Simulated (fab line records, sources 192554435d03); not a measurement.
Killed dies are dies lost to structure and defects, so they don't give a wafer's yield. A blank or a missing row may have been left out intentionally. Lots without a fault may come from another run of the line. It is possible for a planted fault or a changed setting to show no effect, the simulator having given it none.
fab line records || flow n5Finfet || part 2 of 2: steps 18 to 28 of 28
record: {"lots": 5, "wafers": 15, "lastDay": 16}
route steps=1938 shown BEOL_M9@1430
lots that met no fault: taken from a fault-free run of the same line
startH: start of the lot's first displayed wafer, in hours after the record's first day || waitH: how many hours have passed since the lot's step before this one || " unchanged from the row above || L1.1+2: one row covering several wafers at once || - no value, or no start given || * or withheld: withheld || < > ~ a bound
route shown NAME@n: a module of which the file shows steps, and the number in the route of the first || usual: mean/standard deviation taken from wafers without a fault || same: alike in all rows || chamber/n: place in a boat || sites: per-site readings || _std_site: their standard deviation || _edge_site: inner sites' mean taken away from outer sites' mean || radiusMm: for every site, how far away it sits from the centre of the wafer || mask NAME#n: copy n || behind: the last tool/chamber to shape the wafer || hold: why the lot went on hold/how many hours it stayed there/how the hold came to an end || device: transistor that didn't switch, given as n, p or np || end of line: tests of these same wafers at the route's end || a step given without rows: its recipe and nothing more || killed: count of dies lost to structure and defects at first sort (not the wafer's yield) || map: a wafer's dies, x killed, . not, _ none there
set.NAME: the setting the step ran with; set.NAME@STEP: the setting that earlier step ran with || model.NAME: the simulator's own value behind a step, which no gauge read
a table for each step, a row for each wafer; lots at some steps of the route
services: a tool's chamber out of use, with start hour (startH, from the record's first day; less than 0 if before it), hours out, and reason
== steps ==
step: N5_BEOL_M9_ETCH_41
recipe: {"chemistry": "CH3F/O2", "target": "SiCN", "targetDepthA": 366, "taperDeg": 2, "timeS": 70.1, "ionEnergyEv": 120, "maskMaterial": "TiN", "pressureMtorr": 30, "sourceW": 395, "biasW": 75, "Ar_flow_sccm": 150, "CH3F_flow_sccm": 30, "O2_flow_sccm": 20}
usual: {"biasW": "74.95/0.21", "drypumpMotorCurrentA": "5.6/0.44", "oesProductAu": "0.75/0.092", "rfVppV": "297.0/1.6", "showerheadPlenumPTorr": "1.99/0.062", "throttleValvePct": "16.46/0.25"}
{"lot.wafer": "L082.4", "tool": "rieDiel-04", "chamber": 2, "startH": "-", "waitH": "-", "biasW": 75.38, "drypumpMotorCurrentA": 5.7, "oesProductAu": 0.70, "rfHoursCounterH": 205, "rfVppV": 297.3, "showerheadPlenumPTorr": 2.06, "throttleValvePct": 16.10}
{"lot.wafer": "L082.5", "tool": "rieDiel-04", "chamber": 0, "startH": "-", "waitH": "-", "biasW": 74.97, "drypumpMotorCurrentA": 4.7, "oesProductAu": 0.67, "rfHoursCounterH": "-", "rfVppV": 293.4, "showerheadPlenumPTorr": 1.90, "throttleValvePct": 16.58}
{"lot.wafer": "L082.6", "tool": "rieDiel-04", "chamber": 1, "startH": "-", "waitH": "-", "biasW": 75.28, "drypumpMotorCurrentA": 6.1, "oesProductAu": 0.93, "rfHoursCounterH": "-", "rfVppV": 295.5, "showerheadPlenumPTorr": 1.97, "throttleValvePct": 16.18}
{"lot.wafer": "L087.1", "tool": "rieDiel-03", "chamber": 3, "startH": "-", "waitH": "-", "biasW": 74.82, "drypumpMotorCurrentA": 5.2, "oesProductAu": 0.72, "rfHoursCounterH": 212, "rfVppV": 299.1, "showerheadPlenumPTorr": 2.08, "throttleValvePct": 16.70}
{"lot.wafer": "L087.2", "tool": "rieDiel-03", "chamber": 0, "startH": "-", "waitH": "-", "biasW": 75.12, "drypumpMotorCurrentA": 5.7, "oesProductAu": 0.70, "rfHoursCounterH": 178, "rfVppV": 298.8, "showerheadPlenumPTorr": 2.07, "throttleValvePct": 16.62}
{"lot.wafer": "L087.6", "tool": "rieDiel-03", "chamber": 0, "startH": "-", "waitH": "-", "biasW": 74.95, "drypumpMotorCurrentA": 5.7, "oesProductAu": 0.70, "rfHoursCounterH": "-", "rfVppV": 298.9, "showerheadPlenumPTorr": 2.07, "throttleValvePct": 16.63}
{"lot.wafer": "L088.2", "tool": "rieDiel-03", "chamber": 0, "startH": "-", "waitH": "-", "biasW": 74.91, "drypumpMotorCurrentA": 5.7, "oesProductAu": 0.71, "rfHoursCounterH": 183, "rfVppV": 297.7, "showerheadPlenumPTorr": 2.07, "throttleValvePct": 16.63}
{"lot.wafer": "L088.4", "tool": "rieDiel-03", "chamber": 1, "startH": "-", "waitH": "-", "biasW": 75.15, "drypumpMotorCurrentA": 5.8, "oesProductAu": 0.71, "rfHoursCounterH": 219, "rfVppV": 298.2, "showerheadPlenumPTorr": 1.99, "throttleValvePct": 16.64}
{"lot.wafer": "L088.6", "tool": "rieDiel-03", "chamber": 3, "startH": "-", "waitH": "-", "biasW": 74.70, "drypumpMotorCurrentA": 5.2, "oesProductAu": 0.72, "rfHoursCounterH": "-", "rfVppV": 298.4, "showerheadPlenumPTorr": 2.08, "throttleValvePct": 16.69}
{"lot.wafer": "L090.1", "tool": "rieDiel-01", "chamber": 2, "startH": "-", "waitH": "-", "biasW": 75.01, "drypumpMotorCurrentA": 6.2, "oesProductAu": 0.69, "rfHoursCounterH": 204, "rfVppV": 296.0, "showerheadPlenumPTorr": 1.98, "throttleValvePct": 16.52}
{"lot.wafer": "L090.3", "tool": "rieDiel-01", "chamber": 1, "startH": "-", "waitH": "-", "biasW": 75.16, "drypumpMotorCurrentA": 6.0, "oesProductAu": 0.84, "rfHoursCounterH": 67, "rfVppV": 296.8, "showerheadPlenumPTorr": 2.03, "throttleValvePct": 16.02}
{"lot.wafer": "L090.4", "tool": "rieDiel-01", "chamber": 0, "startH": "-", "waitH": "-", "biasW": 74.62, "drypumpMotorCurrentA": 5.3, "oesProductAu": 0.91, "rfHoursCounterH": 29, "rfVppV": 299.9, "showerheadPlenumPTorr": 2.02, "throttleValvePct": 16.25}
{"lot.wafer": "L096.1", "tool": "rieDiel-01", "chamber": 3, "startH": "-", "waitH": "-", "biasW": 75.04, "drypumpMotorCurrentA": 5.8, "oesProductAu": 0.67, "rfHoursCounterH": 229, "rfVppV": 294.9, "showerheadPlenumPTorr": 1.89, "throttleValvePct": 16.38}
{"lot.wafer": "L096.3", "tool": "rieDiel-01", "chamber": 1, "startH": "-", "waitH": "-", "biasW": 74.65, "drypumpMotorCurrentA": 6.0, "oesProductAu": 0.81, "rfHoursCounterH": 83, "rfVppV": 298.7, "showerheadPlenumPTorr": 2.02, "throttleValvePct": 16.05}
{"lot.wafer": "L096.6", "tool": "rieDiel-01", "chamber": 0, "startH": "-", "waitH": "-", "biasW": 74.78, "drypumpMotorCurrentA": 5.3, "oesProductAu": 0.88, "rfHoursCounterH": "-", "rfVppV": 298.7, "showerheadPlenumPTorr": 2.02, "throttleValvePct": 16.29}
step: N5_BEOL_M9_STRIP_80
recipe: {"chemistry": "N2/H2", "timeS": 10, "powerW": 450, "tempC": 40, "pressureMtorr": 20, "rfFrequencyHz": 6e+07, "biasPowerW": 7, "n2FlowSccm": 200, "h2FlowSccm": 200}
usual: {"drypumpMotorCurrentA": "5.6/0.44", "oesProductAu": "0.75/0.092", "rfVppV": "59.1/0.83", "showerheadPlenumPTorr": "2.52/0.083", "throttleValvePct": "23.7/0.32"}
{"lot.wafer": "L082.4", "tool": "rieDiel-04", "chamber": 2, "startH": "-", "waitH": "-", "drypumpMotorCurrentA": 5.8, "oesProductAu": 0.71, "rfHoursCounterH": 205, "rfVppV": 60.1, "showerheadPlenumPTorr": 2.62, "throttleValvePct": 23.3}
{"lot.wafer": "L082.5", "tool": "rieDiel-04", "chamber": 0, "startH": "-", "waitH": "-", "drypumpMotorCurrentA": 4.7, "oesProductAu": 0.66, "rfHoursCounterH": "-", "rfVppV": 57.9, "showerheadPlenumPTorr": 2.41, "throttleValvePct": 24.2}
{"lot.wafer": "L082.6", "tool": "rieDiel-04", "chamber": 1, "startH": "-", "waitH": "-", "drypumpMotorCurrentA": 6.1, "oesProductAu": 0.93, "rfHoursCounterH": "-", "rfVppV": 59.2, "showerheadPlenumPTorr": 2.48, "throttleValvePct": 23.4}
{"lot.wafer": "L087.1", "tool": "rieDiel-03", "chamber": 3, "startH": "-", "waitH": "-", "drypumpMotorCurrentA": 5.2, "oesProductAu": 0.72, "rfHoursCounterH": 212, "rfVppV": 59.1, "showerheadPlenumPTorr": 2.61, "throttleValvePct": 23.4}
{"lot.wafer": "L087.2", "tool": "rieDiel-03", "chamber": 0, "startH": "-", "waitH": "-", "drypumpMotorCurrentA": 5.7, "oesProductAu": 0.71, "rfHoursCounterH": 178, "rfVppV": 60.2, "showerheadPlenumPTorr": 2.65, "throttleValvePct": 24.0}
{"lot.wafer": "L087.6", "tool": "rieDiel-03", "chamber": 0, "startH": "-", "waitH": "-", "drypumpMotorCurrentA": 5.7, "oesProductAu": 0.71, "rfHoursCounterH": "-", "rfVppV": 57.8, "showerheadPlenumPTorr": 2.65, "throttleValvePct": 24.0}
{"lot.wafer": "L088.2", "tool": "rieDiel-03", "chamber": 0, "startH": "-", "waitH": "-", "drypumpMotorCurrentA": 5.6, "oesProductAu": 0.71, "rfHoursCounterH": 183, "rfVppV": 59.7, "showerheadPlenumPTorr": 2.65, "throttleValvePct": 24.0}
{"lot.wafer": "L088.4", "tool": "rieDiel-03", "chamber": 1, "startH": "-", "waitH": "-", "drypumpMotorCurrentA": 5.8, "oesProductAu": 0.71, "rfHoursCounterH": 219, "rfVppV": 58.4, "showerheadPlenumPTorr": 2.50, "throttleValvePct": 24.0}
{"lot.wafer": "L088.6", "tool": "rieDiel-03", "chamber": 3, "startH": "-", "waitH": "-", "drypumpMotorCurrentA": 5.2, "oesProductAu": 0.72, "rfHoursCounterH": "-", "rfVppV": 60.8, "showerheadPlenumPTorr": 2.61, "throttleValvePct": 23.4}
{"lot.wafer": "L090.1", "tool": "rieDiel-01", "chamber": 2, "startH": "-", "waitH": "-", "drypumpMotorCurrentA": 6.3, "oesProductAu": 0.69, "rfHoursCounterH": 204, "rfVppV": 57.8, "showerheadPlenumPTorr": 2.52, "throttleValvePct": 23.9}
{"lot.wafer": "L090.3", "tool": "rieDiel-01", "chamber": 1, "startH": "-", "waitH": "-", "drypumpMotorCurrentA": 6.0, "oesProductAu": 0.84, "rfHoursCounterH": 67, "rfVppV": 60.6, "showerheadPlenumPTorr": 2.56, "throttleValvePct": 23.2}
{"lot.wafer": "L090.4", "tool": "rieDiel-01", "chamber": 0, "startH": "-", "waitH": "-", "drypumpMotorCurrentA": 5.3, "oesProductAu": 0.91, "rfHoursCounterH": 29, "rfVppV": 57.6, "showerheadPlenumPTorr": 2.58, "throttleValvePct": 23.6}
{"lot.wafer": "L096.1", "tool": "rieDiel-01", "chamber": 3, "startH": "-", "waitH": "-", "drypumpMotorCurrentA": 5.8, "oesProductAu": 0.69, "rfHoursCounterH": 229, "rfVppV": 59.4, "showerheadPlenumPTorr": 2.41, "throttleValvePct": 23.6}
{"lot.wafer": "L096.3", "tool": "rieDiel-01", "chamber": 1, "startH": "-", "waitH": "-", "drypumpMotorCurrentA": 6.0, "oesProductAu": 0.81, "rfHoursCounterH": 83, "rfVppV": 59.4, "showerheadPlenumPTorr": 2.55, "throttleValvePct": 23.3}
{"lot.wafer": "L096.6", "tool": "rieDiel-01", "chamber": 0, "startH": "-", "waitH": "-", "drypumpMotorCurrentA": 5.3, "oesProductAu": 0.89, "rfHoursCounterH": "-", "rfVppV": 57.9, "showerheadPlenumPTorr": 2.57, "throttleValvePct": 23.6}
step: N5_BEOL_M9_OCD_MEAS_38
usual: {"trenchDepthNm": "150/3"}
{"lot.wafer": "L082.4", "tool": "ocd-02", "chamber": "-", "startH": 245.73, "waitH": "-", "trenchDepthNm": 149}
{"lot.wafer": "L082.5", "tool": "ocd-02", "chamber": "-", "startH": 245.73, "waitH": "-", "trenchDepthNm": 150}
{"lot.wafer": "L082.6", "tool": "ocd-02", "chamber": "-", "startH": 245.73, "waitH": "-", "trenchDepthNm": 154}
{"lot.wafer": "L087.1", "tool": "ocd-02", "chamber": "-", "startH": 284.59, "waitH": "-", "trenchDepthNm": 149}
{"lot.wafer": "L087.2", "tool": "ocd-02", "chamber": "-", "startH": 284.59, "waitH": "-", "trenchDepthNm": 149}
{"lot.wafer": "L087.6", "tool": "ocd-02", "chamber": "-", "startH": 284.59, "waitH": "-", "trenchDepthNm": 148}
{"lot.wafer": "L088.2", "tool": "ocd-02", "chamber": "-", "startH": 299.44, "waitH": "-", "trenchDepthNm": 149}
{"lot.wafer": "L088.4", "tool": "ocd-02", "chamber": "-", "startH": 299.44, "waitH": "-", "trenchDepthNm": 147}
{"lot.wafer": "L088.6", "tool": "ocd-02", "chamber": "-", "startH": 299.44, "waitH": "-", "trenchDepthNm": 149}
{"lot.wafer": "L090.1", "tool": "ocd-01", "chamber": "-", "startH": 299.80, "waitH": "-", "trenchDepthNm": 147}
{"lot.wafer": "L090.3", "tool": "ocd-01", "chamber": "-", "startH": 299.80, "waitH": "-", "trenchDepthNm": 154}
{"lot.wafer": "L090.4", "tool": "ocd-01", "chamber": "-", "startH": 299.80, "waitH": "-", "trenchDepthNm": 156}
{"lot.wafer": "L096.1", "tool": "ocd-02", "chamber": "-", "startH": 340.86, "waitH": "-", "trenchDepthNm": 145}
{"lot.wafer": "L096.3", "tool": "ocd-02", "chamber": "-", "startH": 340.86, "waitH": "-", "trenchDepthNm": 149}
{"lot.wafer": "L096.6", "tool": "ocd-02", "chamber": "-", "startH": 340.86, "waitH": "-", "trenchDepthNm": 154}
step: N5_BEOL_M9_HM_STRIP_39
recipe: {"chemistry": "peroxideTinStrip", "material": "TiN", "targetDepthA": 250, "tempC": 50, "timeS": 158}
{"lot.wafer": "L082.4+5+6", "tool": "wetBench-01", "chamber": "0,5,3", "startH": 245.76, "waitH": 0.0}
{"lot.wafer": "L087.1+2+6", "tool": "wetBench-01", "chamber": "1,4,5", "startH": 284.62, "waitH": 0.0}
{"lot.wafer": "L088.2+4+6", "tool": "wetBench-05", "chamber": "6,5,7", "startH": 299.48, "waitH": 0.0}
{"lot.wafer": "L090.1+3+4", "tool": "wetBench-05", "chamber": "0,2,3", "startH": 299.83, "waitH": 0.0}
{"lot.wafer": "L096.1+3+6", "tool": "wetBench-05", "chamber": "7,6,5", "startH": 340.89, "waitH": 0.0}
step: N5_BEOL_M9_SRD_40
recipe: {"timeS": 30, "tempC": 23, "rinseLiquid": "diw", "dry": "ipaMarangoni"}
{"lot.wafer": "L082.4+5+6", "tool": "wetBench-01", "chamber": "0,5,3", "startH": 245.80, "waitH": 0.0}
{"lot.wafer": "L087.1+2+6", "tool": "wetBench-01", "chamber": "1,4,5", "startH": 284.67, "waitH": 0.0}
{"lot.wafer": "L088.2+4+6", "tool": "wetBench-05", "chamber": "6,5,7", "startH": 299.52, "waitH": 0.0}
{"lot.wafer": "L090.1+3+4", "tool": "wetBench-05", "chamber": "0,2,3", "startH": 299.88, "waitH": 0.0}
{"lot.wafer": "L096.1+3+6", "tool": "wetBench-05", "chamber": "7,6,5", "startH": 340.94, "waitH": 0.0}
step: N5_BEOL_M9_PRECLEAN_42
recipe: {"chemistry": "residueRemover", "timeS": 60, "tempC": 40}
{"lot.wafer": "L082.4+5+6", "tool": "wetBench-01", "chamber": "0,5,3", "startH": 245.82, "waitH": 0.0}
{"lot.wafer": "L087.1+2+6", "tool": "wetBench-01", "chamber": "1,4,5", "startH": 284.69, "waitH": 0.0}
{"lot.wafer": "L088.2+4+6", "tool": "wetBench-05", "chamber": "6,5,7", "startH": 299.54, "waitH": 0.0}
{"lot.wafer": "L090.1+3+4", "tool": "wetBench-05", "chamber": "0,2,3", "startH": 299.89, "waitH": 0.0}
{"lot.wafer": "L096.1+3+6", "tool": "wetBench-05", "chamber": "7,6,5", "startH": 340.96, "waitH": 0.0}
step: N5_BEOL_M9_SRD_43
recipe: {"timeS": 30, "tempC": 23, "rinseLiquid": "diw", "dry": "ipaMarangoni"}
{"lot.wafer": "L082.4+5+6", "tool": "wetBench-01", "chamber": "0,5,3", "startH": 245.84, "waitH": 0.0}
{"lot.wafer": "L087.1+2+6", "tool": "wetBench-01", "chamber": "1,4,5", "startH": 284.70, "waitH": 0.0}
{"lot.wafer": "L088.2+4+6", "tool": "wetBench-05", "chamber": "6,5,7", "startH": 299.56, "waitH": 0.0}
{"lot.wafer": "L090.1+3+4", "tool": "wetBench-05", "chamber": "0,2,3", "startH": 299.91, "waitH": 0.0}
{"lot.wafer": "L096.1+3+6", "tool": "wetBench-05", "chamber": "7,6,5", "startH": 340.97, "waitH": 0.0}
step: N5_BEOL_M9_CD_MEAS_35
recipe: {"targetCdNm": 70, "targetCdYNm": 40, "polarity": "opening"}
usual: {"cdNm": "70.0/0.68"}
{"lot.wafer": "L082.4", "tool": "cdSem-03", "chamber": "-", "startH": 245.88, "waitH": 0.0, "cdNm": 70.3}
{"lot.wafer": "L082.5", "tool": "cdSem-03", "chamber": "-", "startH": 245.88, "waitH": 0.0, "cdNm": 69.9}
{"lot.wafer": "L082.6", "tool": "cdSem-03", "chamber": "-", "startH": 245.88, "waitH": 0.0, "cdNm": 70.3}
{"lot.wafer": "L087.1", "tool": "cdSem-03", "chamber": "-", "startH": 284.74, "waitH": 0.0, "cdNm": 69.8}
{"lot.wafer": "L087.2", "tool": "cdSem-03", "chamber": "-", "startH": 284.74, "waitH": 0.0, "cdNm": 71.0}
{"lot.wafer": "L087.6", "tool": "cdSem-03", "chamber": "-", "startH": 284.74, "waitH": 0.0, "cdNm": 71.2}
{"lot.wafer": "L088.2", "tool": "cdSem-02", "chamber": "-", "startH": 299.60, "waitH": 0.0, "cdNm": 69.8}
{"lot.wafer": "L088.4", "tool": "cdSem-02", "chamber": "-", "startH": 299.60, "waitH": 0.0, "cdNm": 69.5}
{"lot.wafer": "L088.6", "tool": "cdSem-02", "chamber": "-", "startH": 299.60, "waitH": 0.0, "cdNm": 68.8}
{"lot.wafer": "L090.1", "tool": "cdSem-01", "chamber": "-", "startH": 299.95, "waitH": 0.0, "cdNm": 70.4}
{"lot.wafer": "L090.3", "tool": "cdSem-01", "chamber": "-", "startH": 299.95, "waitH": 0.0, "cdNm": 69.6}
{"lot.wafer": "L090.4", "tool": "cdSem-01", "chamber": "-", "startH": 299.95, "waitH": 0.0, "cdNm": 69.4}
{"lot.wafer": "L096.1", "tool": "cdSem-03", "chamber": "-", "startH": 341.01, "waitH": 0.0, "cdNm": 69.4}
{"lot.wafer": "L096.3", "tool": "cdSem-03", "chamber": "-", "startH": 341.01, "waitH": 0.0, "cdNm": 70.6}
{"lot.wafer": "L096.6", "tool": "cdSem-03", "chamber": "-", "startH": 341.01, "waitH": 0.0, "cdNm": 70.0}
step: N5_BEOL_M9_CURE_72
recipe: {"tempC": 370, "timeS": 120, "ambient": "DMADMS/He", "material": "SiCOH_lowk"}
usual: {"lampPowerPct": "52.31/0.052", "wafer_temp_C_max": "371.6/0.66"}
{"lot.wafer": "L082.4", "tool": "uvCure-03", "chamber": 2, "startH": 246.07, "waitH": 0.2, "lampPowerPct": 52.38, "wafer_temp_C_max": 372.6}
{"lot.wafer": "L082.5", "tool": "uvCure-03", "chamber": 2, "startH": 246.07, "waitH": 0.2, "lampPowerPct": 52.33, "wafer_temp_C_max": 371.9}
{"lot.wafer": "L082.6", "tool": "uvCure-03", "chamber": 2, "startH": 246.07, "waitH": 0.2, "lampPowerPct": 52.32, "wafer_temp_C_max": 372.1}
{"lot.wafer": "L087.1", "tool": "uvCure-02", "chamber": 1, "startH": 284.79, "waitH": 0.0, "lampPowerPct": 52.40, "wafer_temp_C_max": 371.1}
{"lot.wafer": "L087.2", "tool": "uvCure-02", "chamber": 1, "startH": 284.79, "waitH": 0.0, "lampPowerPct": 52.26, "wafer_temp_C_max": 371.1}
{"lot.wafer": "L087.6", "tool": "uvCure-02", "chamber": 1, "startH": 284.79, "waitH": 0.0, "lampPowerPct": 52.28, "wafer_temp_C_max": 370.9}
{"lot.wafer": "L088.2", "tool": "uvCure-02", "chamber": 1, "startH": 299.69, "waitH": 0.1, "lampPowerPct": 52.30, "wafer_temp_C_max": 370.7}
{"lot.wafer": "L088.4", "tool": "uvCure-02", "chamber": 1, "startH": 299.69, "waitH": 0.1, "lampPowerPct": 52.48, "wafer_temp_C_max": 370.9}
{"lot.wafer": "L088.6", "tool": "uvCure-02", "chamber": 1, "startH": 299.69, "waitH": 0.1, "lampPowerPct": 52.31, "wafer_temp_C_max": 370.9}
{"lot.wafer": "L090.1", "tool": "uvCure-03", "chamber": 1, "startH": 299.99, "waitH": 0.0, "lampPowerPct": 52.24, "wafer_temp_C_max": 371.0}
{"lot.wafer": "L090.3", "tool": "uvCure-03", "chamber": 1, "startH": 299.99, "waitH": 0.0, "lampPowerPct": 52.32, "wafer_temp_C_max": 371.0}
{"lot.wafer": "L090.4", "tool": "uvCure-03", "chamber": 1, "startH": 299.99, "waitH": 0.0, "lampPowerPct": 52.19, "wafer_temp_C_max": 371.3}
{"lot.wafer": "L096.1", "tool": "uvCure-03", "chamber": 0, "startH": 341.06, "waitH": 0.0, "lampPowerPct": 52.31, "wafer_temp_C_max": 371.7}
{"lot.wafer": "L096.3", "tool": "uvCure-03", "chamber": 0, "startH": 341.06, "waitH": 0.0, "lampPowerPct": 52.25, "wafer_temp_C_max": 372.1}
{"lot.wafer": "L096.6", "tool": "uvCure-03", "chamber": 0, "startH": 341.06, "waitH": 0.0, "lampPowerPct": 52.29, "wafer_temp_C_max": 371.9}
step: N5_BEOL_M9_DEGAS_44
recipe: {"ambient": "vacuum", "tempC": 250, "timeS": 60}
usual: {"heaterPowerW": "321/23"}
{"lot.wafer": "L082.4", "tool": "pvdSputter-01", "chamber": "-", "startH": 246.28, "waitH": 0.2, "heaterPowerW": 324}
{"lot.wafer": "L082.5", "tool": "pvdSputter-01", "chamber": "-", "startH": 246.28, "waitH": 0.2, "heaterPowerW": 323}
{"lot.wafer": "L082.6", "tool": "pvdSputter-01", "chamber": "-", "startH": 246.28, "waitH": 0.2, "heaterPowerW": 326}
{"lot.wafer": "L087.1", "tool": "pvdSputter-01", "chamber": "-", "startH": 285.25, "waitH": 0.4, "heaterPowerW": 320}
{"lot.wafer": "L087.2", "tool": "pvdSputter-01", "chamber": "-", "startH": 285.25, "waitH": 0.4, "heaterPowerW": 307}
{"lot.wafer": "L087.6", "tool": "pvdSputter-01", "chamber": "-", "startH": 285.25, "waitH": 0.4, "heaterPowerW": 307}
{"lot.wafer": "L088.2", "tool": "pvdSputter-03", "chamber": "-", "startH": 300.10, "waitH": 0.4, "heaterPowerW": 322}
{"lot.wafer": "L088.4", "tool": "pvdSputter-03", "chamber": "-", "startH": 300.10, "waitH": 0.4, "heaterPowerW": 367}
{"lot.wafer": "L088.6", "tool": "pvdSputter-03", "chamber": "-", "startH": 300.10, "waitH": 0.4, "heaterPowerW": 285}
{"lot.wafer": "L090.1", "tool": "pvdSputter-02", "chamber": "-", "startH": 300.35, "waitH": 0.3, "heaterPowerW": 324}
{"lot.wafer": "L090.3", "tool": "pvdSputter-02", "chamber": "-", "startH": 300.35, "waitH": 0.3, "heaterPowerW": 291}
{"lot.wafer": "L090.4", "tool": "pvdSputter-02", "chamber": "-", "startH": 300.35, "waitH": 0.3, "heaterPowerW": 323}
{"lot.wafer": "L096.1", "tool": "pvdSputter-01", "chamber": "-", "startH": 342.05, "waitH": 0.9, "heaterPowerW": 329}
{"lot.wafer": "L096.3", "tool": "pvdSputter-01", "chamber": "-", "startH": 342.05, "waitH": 0.9, "heaterPowerW": 301}
{"lot.wafer": "L096.6", "tool": "pvdSputter-01", "chamber": "-", "startH": 342.05, "waitH": 0.9, "heaterPowerW": 331}
step: N5_BEOL_M9_PRE_CLEAN_45
recipe: {"gas": "H2/He", "timeS": 30, "tempC": 250}
usual: {"heaterPowerW": "321/24"}
{"lot.wafer": "L082.4", "tool": "pvdSputter-01", "chamber": "-", "startH": 246.32, "waitH": 0.0, "heaterPowerW": 326}
{"lot.wafer": "L082.5", "tool": "pvdSputter-01", "chamber": "-", "startH": 246.32, "waitH": 0.0, "heaterPowerW": 330}
{"lot.wafer": "L082.6", "tool": "pvdSputter-01", "chamber": "-", "startH": 246.32, "waitH": 0.0, "heaterPowerW": 336}
{"lot.wafer": "L087.1", "tool": "pvdSputter-01", "chamber": "-", "startH": 285.29, "waitH": 0.0, "heaterPowerW": 324}
{"lot.wafer": "L087.2", "tool": "pvdSputter-01", "chamber": "-", "startH": 285.29, "waitH": 0.0, "heaterPowerW": 297}
{"lot.wafer": "L087.6", "tool": "pvdSputter-01", "chamber": "-", "startH": 285.29, "waitH": 0.0, "heaterPowerW": 299}
{"lot.wafer": "L088.2", "tool": "pvdSputter-03", "chamber": "-", "startH": 300.14, "waitH": 0.0, "heaterPowerW": 333}
{"lot.wafer": "L088.4", "tool": "pvdSputter-03", "chamber": "-", "startH": 300.14, "waitH": 0.0, "heaterPowerW": 370}
{"lot.wafer": "L088.6", "tool": "pvdSputter-03", "chamber": "-", "startH": 300.14, "waitH": 0.0, "heaterPowerW": 284}
{"lot.wafer": "L090.1", "tool": "pvdSputter-02", "chamber": "-", "startH": 300.39, "waitH": 0.0, "heaterPowerW": 326}
{"lot.wafer": "L090.3", "tool": "pvdSputter-02", "chamber": "-", "startH": 300.39, "waitH": 0.0, "heaterPowerW": 291}
{"lot.wafer": "L090.4", "tool": "pvdSputter-02", "chamber": "-", "startH": 300.39, "waitH": 0.0, "heaterPowerW": 316}
{"lot.wafer": "L096.1", "tool": "pvdSputter-01", "chamber": "-", "startH": 342.09, "waitH": 0.0, "heaterPowerW": 330}
{"lot.wafer": "L096.3", "tool": "pvdSputter-01", "chamber": "-", "startH": 342.09, "waitH": 0.0, "heaterPowerW": 301}
{"lot.wafer": "L096.6", "tool": "pvdSputter-01", "chamber": "-", "startH": 342.09, "waitH": 0.0, "heaterPowerW": 337}
== services ==
{"tool": "rieDiel-04", "chamber": 0, "startH": 241.77, "hours": 2.9, "kind": "repair"}
{"tool": "rieDiel-03", "chamber": 3, "startH": 243.02, "hours": 4.6, "kind": "repair"}
{"tool": "euvScanner-01", "chamber": "-", "startH": 244.07, "hours": 1.5, "kind": "repair"}
{"tool": "euvScanner-01", "chamber": 0, "startH": 246.54, "hours": "-", "kind": "calibration"}
{"tool": "uvCure-03", "chamber": "-", "startH": 247.21, "hours": 7.5, "kind": "pm"}
{"tool": "euvScanner-02", "chamber": "-", "startH": 257.13, "hours": 72.0, "kind": "pm"}
{"tool": "rieDiel-04", "chamber": 3, "startH": 266.66, "hours": 7.7, "kind": "repair"}
{"tool": "uvCure-03", "chamber": "-", "startH": 269.23, "hours": 9.7, "kind": "repair"}
{"tool": "uvCure-02", "chamber": "-", "startH": 278.54, "hours": 2.1, "kind": "pm"}
{"tool": "uvCure-03", "chamber": "-", "startH": 286.11, "hours": 7.5, "kind": "pm"}
{"tool": "rieDiel-04", "chamber": 3, "startH": 288.44, "hours": "-", "kind": "clean"}
{"tool": "rieDiel-04", "chamber": 3, "startH": 288.44, "hours": "-", "kind": "consumableReplace:focusRing"}
{"tool": "rieDiel-04", "chamber": 3, "startH": 288.44, "hours": 14.5, "kind": "scheduledDown"}
{"tool": "rieDiel-04", "chamber": 3, "startH": 288.44, "hours": 14.5, "kind": "ventCycle"}
{"tool": "lithoTrack-01", "chamber": "-", "startH": 299.16, "hours": "-", "kind": "consumableReplace:filter"}
{"tool": "rieDiel-03", "chamber": 2, "startH": 305.25, "hours": 9.0, "kind": "repair"}
{"tool": "lithoTrack-03", "chamber": "-", "startH": 305.49, "hours": "-", "kind": "consumableReplace:filter"}
{"tool": "rieDiel-01", "chamber": 3, "startH": 312.30, "hours": 7.9, "kind": "repair"}
{"tool": "rieDiel-01", "chamber": 0, "startH": 314.42, "hours": 5.3, "kind": "repair"}
{"tool": "euvScanner-02", "chamber": "-", "startH": 329.13, "hours": 1.0, "kind": "pm"}
{"tool": "euvScanner-02", "chamber": "-", "startH": 330.14, "hours": 12.0, "kind": "pm"}
{"tool": "rieDiel-01", "chamber": 0, "startH": 332.02, "hours": 2.5, "kind": "repair"}
{"tool": "rieDiel-04", "chamber": 0, "startH": 340.23, "hours": 7.5, "kind": "repair"}
{"tool": "rieDiel-04", "chamber": 2, "startH": 341.48, "hours": 8.4, "kind": "repair"}
